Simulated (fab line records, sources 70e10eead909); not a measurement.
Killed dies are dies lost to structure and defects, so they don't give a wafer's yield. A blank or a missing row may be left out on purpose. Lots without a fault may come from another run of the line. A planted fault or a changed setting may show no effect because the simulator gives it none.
Chamber matching | flow nand_harc | NHARC_A_WL_FILL_STRIP_29 on rie_diel-12: 4 sister chambers
The step strips in O2, time 20 s. 24 wafers are shown with their chamber, then 12 later ones without.

WAFERS WITH THEIR CHAMBER
wafer  | chamber | drypump_motor_current_A (A) | rf_vpp_V (V) | oes_product_au (a.u.)
L075.1 | 1       | 6.4                         | 58.6         | 1.001
L075.5 | 3       | 5.3                         | 57.9         | 0.991
L075.6 | 0       | 6.3                         | 58.6         | 0.989
L074.1 | 2       | 5.7                         | 58.3         | 1.004
L074.4 | 1       | 6.4                         | 55.7         | 1.002
L074.5 | 1       | 6.4                         | 57.8         | 1.004
L076.2 | 1       | 6.4                         | 58.2         | 0.984
L076.3 | 2       | 5.7                         | 57.8         | 0.997
L076.4 | 0       | 6.2                         | 57.3         | 0.988
L077.2 | 0       | 6.2                         | 59.1         | 0.994
L077.5 | 0       | 6.2                         | 57.8         | 1.002
L077.6 | 1       | 6.4                         | 59.0         | 1.008
L079.3 | 3       | 5.3                         | 57.7         | 1.003
L079.5 | 1       | 6.3                         | 59.2         | 0.997
L079.6 | 0       | 6.2                         | 58.0         | 1.003
L081.1 | 1       | 6.4                         | 58.6         | 1.005
L081.2 | 2       | 5.7                         | 57.3         | 1.006
L081.3 | 0       | 6.2                         | 57.1         | 1.002
L082.3 | 1       | 6.4                         | 59.2         | 0.998
L082.4 | 0       | 6.2                         | 57.7         | 1.001
L082.5 | 1       | 6.4                         | 58.3         | 0.996
L087.2 | 1       | 6.4                         | 59.0         | 1.006
L087.4 | 3       | 5.3                         | 57.1         | 0.992
L087.5 | 0       | 6.2                         | 59.8         | 1.004

SIGNATURES (means of the wafers above)
reading                 | chamber 0 | chamber 1 | chamber 2 | chamber 3 | scatter within a chamber
drypump_motor_current_A | 6.213     | 6.390     | 5.700     | 5.300     | 0.0298
rf_vpp_V                | 58.175    | 58.360    | 57.800    | 57.567    | 0.911
oes_product_au          | 0.99787   | 1.00010   | 1.00233   | 0.99533   | 0.00657
Rule: a wafer's distance from a chamber is the root of the sum, over the readings, of the square of ((its reading less the chamber's mean) divided by the reading's scatter). The wafer belongs to the nearest chamber; if the next one is less than 2 further off, it can't be placed. The scatter: the root of (the sum of the squares of (reading less its chamber's mean) over the shown wafers, divided by (wafers less chambers)).

WAFERS WITHOUT THEIR CHAMBER
wafer  | drypump_motor_current_A (A) | rf_vpp_V (V) | oes_product_au (a.u.)
L091.1 | 6.2                         | 59.1         | 1.001
L091.3 | 5.7                         | 57.1         | 0.985
L091.4 | 5.3                         | 58.9         | 1.010
L088.2 | 6.4                         | 59.1         | 0.998
L088.3 | 5.7                         | 59.2         | 0.987
L088.5 | 6.2                         | 59.0         | 0.998
L093.3 | 6.2                         | 57.4         | 0.995
L093.5 | 6.2                         | 56.8         | 0.997
L093.6 | 5.7                         | 57.9         | 0.991
L097.1 | 5.3                         | 59.0         | 0.996
L097.4 | 6.4                         | 58.4         | 0.999
L097.5 | 6.3                         | 58.0         | 0.997

WHICH CHAMBER EACH WENT THROUGH
wafer  | from the rows above     | in truth
L091.1 | 0                       | 0
L091.3 | 2                       | 2
L091.4 | 3                       | 3
L088.2 | 1                       | 1
L088.3 | 2                       | 2
L088.5 | 0                       | 0
L093.3 | 0                       | 0
L093.5 | 0                       | 0
L093.6 | 2                       | 2
L097.1 | 3                       | 3
L097.4 | 1                       | 1
L097.5 | can't be placed: 0 or 1 | 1
Placed correctly: 11 of 12. Can't be placed from these rows: 1 (the true chamber is among the candidates in 1). Placed wrongly: 0.
